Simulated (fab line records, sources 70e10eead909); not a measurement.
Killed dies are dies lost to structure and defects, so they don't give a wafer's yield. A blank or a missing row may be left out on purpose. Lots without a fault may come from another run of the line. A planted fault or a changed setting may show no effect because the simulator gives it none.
Tool commonality check | flow nand_harc | 1 lot, 3 wafers sampled

WHY IT WAS OPENED
At NHARC_END_SORT_01 the reading killed_at_periphery is flagged on 1 of 1 lot. Wafers without a fault read 4, standard deviation 3.1.
Rule: a lot is flagged when every wafer of it that has a number lies more than 4 standard deviations from that mean, or none has a number. The other lots count as sound.

lot  | measured     | on        | killed_at_periphery, wafer by wafer | flag
L281 | day 26 00:58 | prober-02 | 605 617 603                         | FLAGGED
The numbers of the flagged lots are 608 on average: +604 against the usual, or +99 or more standard deviations.

WHICH TOOL RAN EACH LOT
The record holds 3 process steps before the reading, out of a route of 1302 steps. In each cell: the tool, then ch and the chambers that the sampled wafers went through, then the start.
lot  | flag    | NHARC_P_STI_ETCH_31                          | NHARC_P_GATE_EXPOSE_08           | NHARC_P_GATE_HM_OPEN_105
L281 | FLAGGED | rie_diel-02 ch 0,2,3, day 5 20:47 or earlier | krf_scanner-01 ch 0, day 5 20:47 | rie_diel-09 ch 0,1,3, day 26 00:58 or earlier
What these steps do:
- NHARC_P_STI_ETCH_31: etches the open film in CF4/CHF3, target depth 108.9 nm, time 54.5 s.
- NHARC_P_GATE_EXPOSE_08: exposes mask P HV.
- NHARC_P_GATE_HM_OPEN_105: chemistry O2/COS, target depth 360 nm.
- NHARC_END_SORT_01

FLAGGED OVER TOTAL, TOOL BY TOOL (the gauges that took the reading come last)
step                     | tool           | lots run | flagged | share of the flagged lots | sound lots run after its first flagged lot
NHARC_P_STI_ETCH_31      | rie_diel-02    | 1        | 1       | all                       | 0
NHARC_P_GATE_EXPOSE_08   | krf_scanner-01 | 1        | 1       | all                       | 0
NHARC_P_GATE_HM_OPEN_105 | rie_diel-09    | 1        | 1       | all                       | 0
NHARC_END_SORT_01        | prober-02      | 1        | 1       | all                       | 0
NHARC_P_STI_ETCH_31 gives no start for some lots, so the hours and the order of its lots are those of NHARC_P_GATE_EXPOSE_08. NHARC_P_GATE_HM_OPEN_105 gives no start for some lots, so the hours and the order of its lots are those of NHARC_END_SORT_01.

WHAT THE TABLE ALLOWS
4 rows of the table ran every flagged lot: rie_diel-02 at NHARC_P_STI_ETCH_31, krf_scanner-01 at NHARC_P_GATE_EXPOSE_08, rie_diel-09 at NHARC_P_GATE_HM_OPEN_105, prober-02 at NHARC_END_SORT_01.
- rie_diel-02 at NHARC_P_STI_ETCH_31: 1 of its 1 lot flagged. It ran no sound lot before its first flagged lot in this sample, so the start can't be narrowed down.
- krf_scanner-01 at NHARC_P_GATE_EXPOSE_08: 1 of its 1 lot flagged. It ran no sound lot before its first flagged lot in this sample, so the start can't be narrowed down.
- rie_diel-09 at NHARC_P_GATE_HM_OPEN_105: 1 of its 1 lot flagged. It ran no sound lot before its first flagged lot in this sample, so the start can't be narrowed down.
- prober-02 at NHARC_END_SORT_01: 1 of its 1 lot flagged. It ran no sound lot before its first flagged lot in this sample, so the start can't be narrowed down.
Counting lots can't tell these 4 tools apart, because each fits a fault that began at some hour. More lots, or a look at what each step does to the wafer, might.

WHAT THE SIMULATOR HAD PUT IN
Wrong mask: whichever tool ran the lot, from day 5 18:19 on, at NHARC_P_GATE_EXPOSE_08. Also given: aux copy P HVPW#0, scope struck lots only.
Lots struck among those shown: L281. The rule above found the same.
